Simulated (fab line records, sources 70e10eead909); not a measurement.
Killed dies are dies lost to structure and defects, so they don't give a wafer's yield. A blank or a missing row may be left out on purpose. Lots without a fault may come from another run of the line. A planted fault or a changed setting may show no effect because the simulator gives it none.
fab line records | flow nand_harc
record lots=13 wafers=39 last_day=31
route steps=1302 shown A_ZERO_WELL@404 A_ONON_D1@427 END@1302
lots that met no fault: from a run of the same line without faults
start_h: hours from the record's first day to the start of the lot's first wafer shown | wait_h: hours since the lot's step before | " the same as in the row above | L1.1+2: a row that stands for several wafers | - no value, or no start given | * or withheld: withheld | < > ~ a bound
route shown NAME@n: a module of which the file shows steps, and the number in the route of the first | usual: mean/standard deviation of fault-free wafers | same: alike in all rows | chamber/n: place in a boat | sites: the reading at each site | _std_site: their standard deviation | _edge_site: outer sites' mean less inner sites' | radius_mm: how far each site lies from the wafer's centre | mask NAME#n: copy n | behind: the tool/chamber that last shaped the wafer | hold: why the lot was held/for how many hours/how that ended | device: the transistor (n, p or np) that didn't switch | end of line: the same wafers' tests at the end of the route | a step without rows: its recipe alone | killed: dies lost to structure and defects at the first sort, not the wafer's yield | map: a wafer's dies, x killed, . not, _ none there
set.NAME: the setting as run; set.NAME@STEP: as run at that earlier step | model.NAME: the simulator's own value behind a step, which no gauge read
steps of the route over a sample of lots; a table a step, a row a wafer
services: from which hour (start_h, from the record's first day; less than 0 if before it) a tool's chamber was out of use, for how many hours, and why
## steps
# step NHARC_A_ZERO_WELL_ETCH_19
# recipe target_depth_a=800 overetch_a=240 time_s=87.88 ion_energy_ev=200 n2_flow_sccm=150 h2_flow_sccm=150 ar_flow_sccm=0 rf_w=400 bias_w=150 chemistry=N2/H2
# usual bias_w=150.0/0.5 drypump_motor_current_A=5.6/0.49 oes_product_au=1.001/0.012 rf_vpp_V=431.4/3 showerhead_plenum_p_Torr=2.08/0.1 throttle_valve_pct=14.171/0.009
# columns lot.wafer tool chamber start_h wait_h bias_w drypump_motor_current_A oes_product_au rf_hours_counter_h rf_vpp_V showerhead_plenum_p_Torr throttle_valve_pct
L665.2 rie_diel-11 2 146.85 0.1 150.1 5.6 1.004 11 434.2 2.13 14.167
L665.3 " 0 " " 150.2 5.5 0.992 12 434.2 2.11 14.166
L665.1 " 1 " " 150.3 5.8 0.996 11 426.1 1.89 14.159
L667.2 rie_diel-13 1 162.52 0.1 150.0 4.8 0.996 4 433.9 2.16 14.176
L667.3 " 3 " " 150.1 6.4 0.992 4 432.6 2.13 14.182
L667.6 " 0 " " 149.3 5.6 1.012 - 430.4 2.03 14.182
L666.4 rie_diel-11 0 163.30 0.1 149.7 5.6 0.994 15 432.0 2.11 14.173
L666.2 " 3 " " 150.1 5.7 0.989 16 425.2 1.89 14.179
L666.6 " 0 " " 150.0 5.5 0.992 - 432.5 2.11 14.168
L668.4 rie_diel-09 1 173.04 0.1 149.8 6.2 0.987 11 430.8 2.04 14.151
L668.6 " 2 " " 149.2 5.0 0.976 - 425.5 1.91 14.178
L668.5 " 3 " " 150.5 4.7 1.006 - 430.7 2.08 14.174
L670.4 rie_diel-13 1 194.01 0.1 150.1 4.8 1.004 0 433.3 2.16 14.177
L670.1 " 0 " " 149.9 5.6 0.988 0 429.6 2.03 14.170
L670.5 " 1 " " 150.5 4.8 1.010 - 434.9 2.16 14.176
L671.4 rie_diel-11 1 198.40 0.1 149.7 5.7 0.997 20 425.9 1.88 14.171
L671.3 " 2 " " 150.3 5.7 0.983 20 433.0 2.12 14.173
L671.5 " 1 " " 151.0 5.7 0.991 - 425.0 1.88 14.175
L674.1 rie_diel-13 3 232.62 0.1 150.3 6.5 1.000 1 432.6 2.13 14.161
L674.5 " 2 " " 150.5 5.6 1.013 - 432.4 2.15 14.181
L674.6 " 3 " " 149.9 6.5 1.010 - 434.4 2.13 14.154
L675.1 rie_diel-11 1 235.99 0.1 150.0 5.8 0.993 28 425.9 1.88 14.166
L675.3 " 2 " " 151.0 5.7 0.990 24 432.8 2.12 14.176
L675.6 " 3 " " 148.6 5.7 0.999 - 427.6 1.89 14.181
L677.4 rie_diel-13 0 259.17 0.1 149.8 5.6 0.982 2 429.7 2.03 14.176
L677.5 " 2 " " 149.8 5.6 1.019 - 434.1 2.15 14.165
L677.6 " 3 " " 149.9 6.4 0.995 - 433.9 2.13 14.162
L678.1 rie_diel-13 0 265.97 0.1 150.6 5.6 0.992 2 430.6 2.03 14.173
L678.3 " 2 " " 149.9 5.6 1.029 2 434.6 2.15 14.179
L678.4 " 3 " " 149.9 6.4 1.004 2 433.3 2.13 14.163
L682.2 rie_diel-13 2 308.86 0.1 149.5 5.6 1.028 3 433.5 2.15 14.182
L682.3 " 3 " " 149.5 6.4 1.021 3 433.0 2.13 14.167
L682.5 " 0 " " 149.6 5.6 1.003 - 430.0 2.03 14.184
L684.3 rie_diel-13 1 328.90 0.1 149.6 4.8 1.008 4 432.5 2.16 14.171
L684.1 " 2 " " 149.5 5.6 1.017 4 434.0 2.15 14.190
L684.5 " 2 " " 149.6 5.6 1.008 - 433.3 2.15 14.166
L685.2 rie_diel-13 0 339.69 0.1 148.9 5.6 0.990 4 430.5 2.03 14.155
L685.4 " 2 " " 149.6 5.6 1.015 4 432.9 2.15 14.158
L685.6 " 1 " " 150.0 4.8 1.004 - 433.7 2.16 14.170
# step NHARC_A_ONON_D1_THK_MEAS_05
# recipe thk_meas_gauge=ellipsometry
# usual thk_nm=1001/11
# columns lot.wafer tool chamber start_h wait_h thk_nm
L665.1 film_metro-02 - 169.20 - 984
L665.2 " - " " 982
L665.3 " - " " 982
L667.2 film_metro-01 - 186.90 - 992
L667.3 " - " " 991
L667.6 " - " " 991
L666.2 film_metro-02 - 186.95 - 1006
L666.4 " - " " 1006
L666.6 " - " " 1003
L668.4 film_metro-02 - 195.71 - 1013
L668.5 " - " " 1012
L668.6 " - " " 1015
L670.1 film_metro-01 - 219.01 - 1002
L670.4 " - " " 1004
L670.5 " - " " 1004
L671.3 film_metro-02 - 219.01 - 1026
L671.4 " - " " 1025
L671.5 " - " " 1025
L674.1 film_metro-02 - 256.75 - 1000
L674.5 " - " " 1000
L674.6 " - " " 1000
L675.1 film_metro-01 - 256.78 - 995
L675.3 " - " " 994
L675.6 " - " " 994
L677.4 film_metro-01 - 282.83 - 1001
L677.5 " - " " 1001
L677.6 " - " " 999
L678.1 film_metro-02 - 288.17 - 1007
L678.3 " - " " 1007
L678.4 " - " " 1005
L682.2 film_metro-01 - 331.64 - 999
L682.3 " - " " 997
L682.5 " - " " 999
L684.1 film_metro-01 - 351.22 - 990
L684.3 " - " " 992
L684.5 " - " " 991
L685.2 film_metro-02 - 362.51 - 994
L685.4 " - " " 995
L685.6 " - " " 997
# step NHARC_A_ONON_D1_DEP_12
# recipe target_thk_a=10000 n2_flow_sccm=2750 n2o_flow_sccm=2000 nh3_flow_sccm=500 sih4_flow_sccm=210 temp_c=400
# columns lot.wafer tool chamber start_h wait_h
L665.1+2+3 pecvd_onon-02 0 170.39 0.1
L667.2+3+6 pecvd_onon-01 0 188.15 0.1
L666.2+4+6 pecvd_onon-04 0 188.21 0.1
L668.4+5+6 pecvd_onon-04 0 197.07 0.2
L670.1+4+5 pecvd_onon-04 0 220.20 0.1
L671.3+4+5 pecvd_onon-01 0 220.32 0.2
L674.1+5+6 pecvd_onon-04 0 257.95 0.1
L675.1+3+6 pecvd_onon-02 0 258.00 0.1
L677.4+5+6 pecvd_onon-01 0 284.19 0.2
L678.1+3+4 pecvd_onon-04 0 289.36 0.1
L682.2+3+5 pecvd_onon-01 0 332.88 0.1
L684.1+3+5 pecvd_onon-01 0 352.40 0.1
L685.2+4+6 pecvd_onon-02 0 363.75 0.1
# step NHARC_A_ONON_D1_THK_MEAS_14
# recipe thk_meas_gauge=ellipsometry
# usual thk_nm=999/9.1
# columns lot.wafer tool chamber start_h wait_h thk_nm
L665.1 film_metro-01 - 170.90 - 983
L665.2 " - " " 985
L665.3 " - " " 983
L667.2 film_metro-02 - 188.61 - 992
L667.3 " - " " 993
L667.6 " - " " 993
L666.2 film_metro-01 - 188.66 - 992
L666.4 " - " " 991
L666.6 " - " " 991
L668.4 film_metro-01 - 197.41 - 1002
L668.5 " - " " 1002
L668.6 " - " " 1001
L671.3 film_metro-01 - 220.71 - 998
L671.4 " - " " 999
L671.5 " - " " 998
L670.1 film_metro-02 - 220.72 - 991
L670.4 " - " " 989
L670.5 " - " " 989
L674.1 film_metro-01 - 258.46 - 1013
L674.5 " - " " 1014
L674.6 " - " " 1012
L675.1 film_metro-02 - 258.51 - 996
L675.3 " - " " 995
L675.6 " - " " 995
L677.4 film_metro-01 - 284.53 - 1012
L677.5 " - " " 1013
L677.6 " - " " 1013
L678.1 film_metro-01 - 289.87 - 1006
L678.3 " - " " 1006
L678.4 " - " " 1005
L682.2 film_metro-01 - 333.33 - 1811
L682.3 " - " " 1811
L682.5 " - " " 1811
L684.1 film_metro-02 - 352.91 - 995
L684.3 " - " " 1803
L684.5 " - " " 1805
L685.2 film_metro-01 - 364.20 - 982
L685.4 " - " " 982
L685.6 " - " " 982
# step NHARC_END_SORT_01
# recipe temp_c=25
# usual killed_at_array=55/23 killed_at_other=1.0/1.2 killed_at_periphery=3.2/2.7 killed_dies=59/23 killed_open=3.1/1.6 killed_short=2.2/1.5
# same gross_dies=677
# columns lot.wafer tool chamber start_h wait_h killed_at_array killed_at_other killed_at_periphery killed_dies killed_open killed_short
L667.2 prober-02 0 568.50 2.8 27 0 5 32 4 3
L667.3 prober-02 0 569.30 3.1 17 0 8 25 3 4
L667.6 prober-02 0 571.69 4.0 17 0 5 22 1 3
L668.4 prober-01 0 595.58 3.4 59 1 5 65 4 0
L668.5 prober-01 0 596.37 3.7 72 0 3 75 4 1
L668.6 prober-01 0 597.17 4.0 75 0 2 77 4 4
L671.3 prober-01 0 606.05 3.1 83 1 6 90 2 5
L671.4 prober-01 0 606.85 3.4 93 2 7 102 2 9
L671.5 prober-01 0 607.65 3.7 58 2 7 67 4 3
L675.1 prober-02 0 649.63 2.5 89 4 4 97 6 3
L675.3 prober-02 0 651.25 3.1 73 4 2 79 2 2
L675.6 prober-02 0 653.68 4.1 69 4 2 75 1 5
L674.1 prober-01 0 657.38 2.5 31 2 2 35 0 0
L674.5 prober-01 0 660.58 3.7 45 2 9 56 4 1
L674.6 prober-01 0 661.37 4.0 32 0 7 39 1 0
L677.4 prober-01 0 675.72 3.4 69 1 1 71 3 0
L677.5 prober-01 0 676.52 3.7 72 1 2 75 3 3
L677.6 prober-01 0 677.31 4.0 71 2 2 75 4 3
L678.1 prober-01 0 681.13 2.5 54 1 3 58 3 2
L678.3 prober-01 0 682.74 3.1 53 0 2 55 3 2
L678.4 prober-01 0 683.55 3.4 44 2 1 47 0 1
L682.2 prober-02 0 745.08 2.8 669 0 8 677 2 2
L682.3 prober-02 0 745.88 3.1 667 0 10 677 2 1
L682.5 prober-02 0 747.47 3.7 665 0 12 677 6 2
L684.1 prober-01 0 752.11 2.5 82 0 1 83 5 3
L684.3 prober-01 0 753.74 3.1 676 0 1 677 3 1
L684.5 prober-01 0 755.37 3.8 673 0 4 677 3 1
# killed by level:class
L667.2 A_CHANNEL_HOLE_D2:chamber_film_flake=7 A_STAIRCASE:chamber_film_flake=6 A_CHANNEL_HOLE_D1:chamber_film_flake=4 A_CONTACT:chamber_film_flake=3 P_CONTACT:geometric_particle:short=2 A_BLC:geometric_particle:open=2 A_DECK1_JOINT:chamber_film_flake=2 P_GATE:geometric_particle:open=1
L667.3 P_STI:chamber_film_flake=3 A_CONTACT:chamber_film_flake=3 P_GATE:chamber_film_flake=2 P_CONTACT:chamber_film_flake=2 A_CHANNEL_HOLE_D1:chamber_film_flake=2 A_CHANNEL_HOLE_D2:chamber_film_flake=2 A_BONDPAD:chamber_film_flake=2 P_M0:geometric_particle:short=1
L667.6 A_CHANNEL_HOLE_D2:chamber_film_flake=8 P_STI:chamber_film_flake=3 A_STAIRCASE:chamber_film_flake=2 A_CONTACT:chamber_film_flake=2 P_M0:geometric_particle:short=1 A_ONON_D1:geometric_particle:short=1 A_WL_FILL:geometric_particle:short=1 A_BLC:geometric_particle:open=1
L668.4 A_CHANNEL_HOLE_D2:chamber_film_flake=30 A_CHANNEL_HOLE_D1:chamber_film_flake=18 P_ZERO_WELL:chamber_film_flake=3 A_STAIRCASE:chamber_film_flake=3 P_STI:chamber_film_flake=2 A_CHANNEL_FILL_D2:chamber_film_flake=2 A_SLIT:chamber_film_flake=2 A_ONON_D2:geometric_particle:open=1
L668.5 A_CHANNEL_HOLE_D1:chamber_film_flake=32 A_CHANNEL_HOLE_D2:chamber_film_flake=28 A_STAIRCASE:chamber_film_flake=3 P_STI:chamber_film_flake=2 A_CHANNEL_FILL_D1:geometric_particle:open=1 A_SGD_CUT:geometric_particle:short=1 A_WL_FILL:geometric_particle:open=1 A_BLC:geometric_particle:open=1
L668.6 A_CHANNEL_HOLE_D1:chamber_film_flake=38 A_CHANNEL_HOLE_D2:chamber_film_flake=27 A_CONTACT:chamber_film_flake=2 P_CONTACT:geometric_particle:short=1 P_CONTACT:geometric_particle:open=1 A_ONON_D1:geometric_particle:short=1 A_CHANNEL_HOLE_D1:geometric_particle:short=1 A_WL_FILL:geometric_particle:short=1
L671.3 A_CHANNEL_HOLE_D1:chamber_film_flake=40 A_CHANNEL_HOLE_D2:chamber_film_flake=26 A_CONTACT:chamber_film_flake=7 A_M1:chamber_film_flake=4 P_M2:chamber_film_flake=2 A_WL_FILL:chamber_film_flake=2 P_STI:geometric_particle:short=1 P_CONTACT:geometric_particle:short=1
L671.4 A_CHANNEL_HOLE_D2:chamber_film_flake=39 A_CHANNEL_HOLE_D1:chamber_film_flake=36 P_ZERO_WELL:chamber_film_flake=4 A_CONTACT:chamber_film_flake=4 A_CHANNEL_FILL_D2:geometric_particle:short=3 A_ONON_D1:geometric_particle:short=2 A_WL_FILL:geometric_particle:short=2 P_M2:chamber_film_flake=2
L671.5 A_CHANNEL_HOLE_D1:chamber_film_flake=24 A_CHANNEL_HOLE_D2:chamber_film_flake=20 P_ZERO_WELL:chamber_film_flake=3 P_M2:chamber_film_flake=3 A_CONTACT:chamber_film_flake=3 A_CHANNEL_FILL_D1:geometric_particle:open=2 A_CHANNEL_FILL_D1:chamber_film_flake=2 A_M1:chamber_film_flake=2
L675.1 A_CHANNEL_HOLE_D1:chamber_film_flake=31 A_SLIT:chamber_film_flake=27 A_CHANNEL_HOLE_D2:chamber_film_flake=13 A_CHANNEL_FILL_D1:chamber_film_flake=4 A_CONTACT:chamber_film_flake=4 THIN_TSV:chamber_film_flake=4 A_WL_FILL:chamber_film_flake=2 P_GATE:geometric_particle:open=1
L675.3 A_SLIT:chamber_film_flake=26 A_CHANNEL_HOLE_D1:chamber_film_flake=22 A_CHANNEL_HOLE_D2:chamber_film_flake=12 A_CONTACT:chamber_film_flake=4 THIN_TSV:chamber_film_flake=4 A_WL_FILL:chamber_film_flake=3 A_M0:geometric_particle:short=2 P_STI:chamber_film_flake=2
L675.6 A_CHANNEL_HOLE_D1:chamber_film_flake=32 A_SLIT:chamber_film_flake=17 A_CHANNEL_HOLE_D2:chamber_film_flake=10 THIN_TSV:chamber_film_flake=3 A_ONON_D1:geometric_particle:short=2 P_GATE:chamber_film_flake=2 A_WL_FILL:chamber_film_flake=2 A_CHANNEL_FILL_D2:geometric_particle:short=1
L674.1 A_CHANNEL_HOLE_D2:chamber_film_flake=9 A_CHANNEL_HOLE_D1:chamber_film_flake=6 A_CONTACT:chamber_film_flake=5 A_SLIT:chamber_film_flake=4 A_CHANNEL_FILL_D1:chamber_film_flake=2 A_DECK1_JOINT:chamber_film_flake=2 THIN_TSV:chamber_film_flake=2 P_ZERO_WELL:chamber_film_flake=1
L674.5 A_CHANNEL_HOLE_D2:chamber_film_flake=16 A_CONTACT:chamber_film_flake=10 A_CHANNEL_HOLE_D1:chamber_film_flake=5 P_GATE:chamber_film_flake=3 A_DECK1_JOINT:chamber_film_flake=3 A_SLIT:chamber_film_flake=3 P_ZERO_WELL:chamber_film_flake=2 P_CONTACT:chamber_film_flake=2
L674.6 A_CHANNEL_HOLE_D1:chamber_film_flake=9 A_CHANNEL_HOLE_D2:chamber_film_flake=8 P_GATE:chamber_film_flake=5 A_CONTACT:chamber_film_flake=4 A_SLIT:chamber_film_flake=4 A_DECK1_JOINT:chamber_film_flake=2 A_STAIRCASE:chamber_film_flake=2 A_WL_FILL:geometric_particle:open=1
L677.4 A_CHANNEL_HOLE_D1:chamber_film_flake=38 A_CHANNEL_HOLE_D2:chamber_film_flake=15 A_CHANNEL_FILL_D2:chamber_film_flake=4 A_CONTACT:chamber_film_flake=4 A_SLIT:chamber_film_flake=3 A_CHANNEL_HOLE_D1:geometric_particle:open=1 A_CHANNEL_FILL_D1:geometric_particle:open=1 A_DECK1_JOINT:geometric_particle:open=1
L677.5 A_CHANNEL_HOLE_D1:chamber_film_flake=32 A_CHANNEL_HOLE_D2:chamber_film_flake=22 A_STAIRCASE:chamber_film_flake=4 A_CONTACT:chamber_film_flake=3 A_ONON_D1:geometric_particle:short=2 A_DECK1_JOINT:chamber_film_flake=2 A_CHANNEL_FILL_D2:chamber_film_flake=2 P_GATE:geometric_particle:short=1
L677.6 A_CHANNEL_HOLE_D1:chamber_film_flake=27 A_CHANNEL_HOLE_D2:chamber_film_flake=24 A_CONTACT:chamber_film_flake=6 A_STAIRCASE:chamber_film_flake=5 A_CHANNEL_FILL_D2:geometric_particle:short=2 A_SLIT:chamber_film_flake=2 P_BONDPAD:geometric_particle:open=1 A_ONON_D2:geometric_particle:open=1
L678.1 A_SLIT:chamber_film_flake=31 A_CHANNEL_HOLE_D1:chamber_film_flake=10 A_STAIRCASE:chamber_film_flake=4 A_CONTACT:chamber_film_flake=4 P_M0:geometric_particle:open=1 A_DECK1_JOINT:geometric_particle:short=1 A_ONON_D2:geometric_particle:short=1 A_WL_FILL:geometric_particle:open=1
L678.3 A_SLIT:chamber_film_flake=32 A_STAIRCASE:chamber_film_flake=6 A_CONTACT:chamber_film_flake=6 A_CHANNEL_HOLE_D1:chamber_film_flake=5 P_GATE:geometric_particle:short=1 P_M2:geometric_particle:open=1 A_DECK1_JOINT:geometric_particle:short=1 A_CHANNEL_FILL_D2:geometric_particle:open=1
L678.4 A_SLIT:chamber_film_flake=24 A_CHANNEL_HOLE_D1:chamber_film_flake=10 A_CONTACT:chamber_film_flake=4 A_CHANNEL_FILL_D1:chamber_film_flake=2 A_STAIRCASE:chamber_film_flake=2 A_WL_FILL:geometric_particle:short=1 P_CONTACT:chamber_film_flake=1 A_CHANNEL_HOLE_D2:chamber_film_flake=1
L682.2 A_ONON_D1:area_dep=615 A_SLIT:chamber_film_flake=29 A_CHANNEL_HOLE_D1:chamber_film_flake=6 A_WL_FILL:chamber_film_flake=5 A_STAIRCASE:chamber_film_flake=4 A_BONDPAD:chamber_film_flake=4 P_BONDPAD:chamber_film_flake=3 A_DECK1_JOINT:chamber_film_flake=2
L682.3 A_ONON_D1:area_dep=622 A_SLIT:chamber_film_flake=23 A_CHANNEL_HOLE_D1:chamber_film_flake=9 P_BONDPAD:chamber_film_flake=6 P_M1:chamber_film_flake=3 A_STAIRCASE:chamber_film_flake=3 A_BONDPAD:chamber_film_flake=2 A_DECK1_JOINT:geometric_particle:open=1
L682.5 A_ONON_D1:area_dep=614 A_SLIT:chamber_film_flake=29 P_BONDPAD:chamber_film_flake=7 A_CHANNEL_HOLE_D1:chamber_film_flake=6 A_CHANNEL_FILL_D2:geometric_particle:open=4 A_DECK1_JOINT:chamber_film_flake=3 P_GATE:chamber_film_flake=2 A_STAIRCASE:chamber_film_flake=2
L684.1 A_CHANNEL_HOLE_D1:chamber_film_flake=29 A_CHANNEL_HOLE_D2:chamber_film_flake=23 A_CONTACT:chamber_film_flake=8 A_STAIRCASE:chamber_film_flake=7 A_SLIT:chamber_film_flake=4 A_DECK1_JOINT:geometric_particle:open=2 A_BONDPAD:chamber_film_flake=2 A_ONON_D1:geometric_particle:open=1
L684.3 A_ONON_D1:area_dep=598 A_CHANNEL_HOLE_D1:chamber_film_flake=26 A_CHANNEL_HOLE_D2:chamber_film_flake=24 A_STAIRCASE:chamber_film_flake=7 A_CONTACT:chamber_film_flake=6 A_SLIT:chamber_film_flake=6 A_CHANNEL_FILL_D2:chamber_film_flake=3 A_BONDPAD:chamber_film_flake=2
L684.5 A_ONON_D1:area_dep=597 A_CHANNEL_HOLE_D1:chamber_film_flake=34 A_CHANNEL_HOLE_D2:chamber_film_flake=21 A_STAIRCASE:chamber_film_flake=6 A_SLIT:chamber_film_flake=6 A_CONTACT:chamber_film_flake=4 A_DECK1_JOINT:chamber_film_flake=2 P_CONTACT:geometric_particle:open=1
## services
# columns tool chamber start_h hours kind
pecvd_onon-04 - 130.55 13.0 pm
rie_diel-13 1 131.68 4.8 repair
rie_diel-09 - 143.17 9.0 pm
rie_diel-13 0 144.00 - clean
rie_diel-13 1 144.00 - clean
rie_diel-13 2 144.00 - clean
rie_diel-13 3 144.00 - clean
rie_diel-13 - 165.00 9.0 pm
rie_diel-13 0 165.00 9.0 vent_cycle
rie_diel-13 1 165.00 9.0 vent_cycle
rie_diel-09 2 184.02 4.3 repair
pecvd_onon-02 - 185.00 13.0 pm
rie_diel-09 0 185.73 11.3 repair
rie_diel-13 2 196.21 16.4 repair
rie_diel-09 3 197.26 6.5 repair
rie_diel-11 2 224.91 5.4 repair
rie_diel-11 - 255.53 9.0 pm
rie_diel-13 3 267.09 18.9 repair
pecvd_onon-01 - 269.00 13.0 pm
rie_diel-11 3 300.67 3.9 repair
pecvd_onon-04 - 311.55 13.0 pm
rie_diel-09 - 320.17 9.0 pm
rie_diel-13 - 342.00 9.0 pm
rie_diel-11 0 361.92 7.8 repair
## key
first_sign step=NHARC_A_ONON_D1_THK_MEAS_14 reading=thk_nm direction=up sigmas=89 usual=999 struck=1808
effect step=NHARC_END_SORT_01 reading=killed_at_array direction=up sigmas=27 usual=55 struck=670
more_kills_born_at NHARC_A_ONON_D1_DEP_12@pecvd_onon-01=3046
met_at NHARC_A_ONON_D1_DEP_12
struck_lots L682,L684
struck_wafers L682.2,L682.3,L682.5,L684.3,L684.5
later_rows_left_out L682.2,L682.3,L682.5,L684.3,L684.5
tester_left_out L682,L684
not_acting_at NHARC_A_ZERO_WELL_ETCH_19,NHARC_A_ONON_D1_THK_MEAS_05
onset_between 284.19 332.88
fault kind=process_parameter_drift tool=pecvd_onon-01 chamber=- onset_h=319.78 steps=NHARC_A_ONON_D1_DEP_12 channel=target_thk_a offset=* shape=step end_h=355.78 scope=struck_wafers_only acts_in=* stated=*
# tester_left_out: of these lots the tester's yield and bins aren't shown, on N5 and GAA mostly nor the transistor test; their killed dies are dies lost to structure and defects alone, not to doping, threshold or leakage, so they don't give the yield
# later_rows_left_out: the simulator's readings of these wafers behind a module that went badly wrong aren't trusted and aren't shown, but for the sort
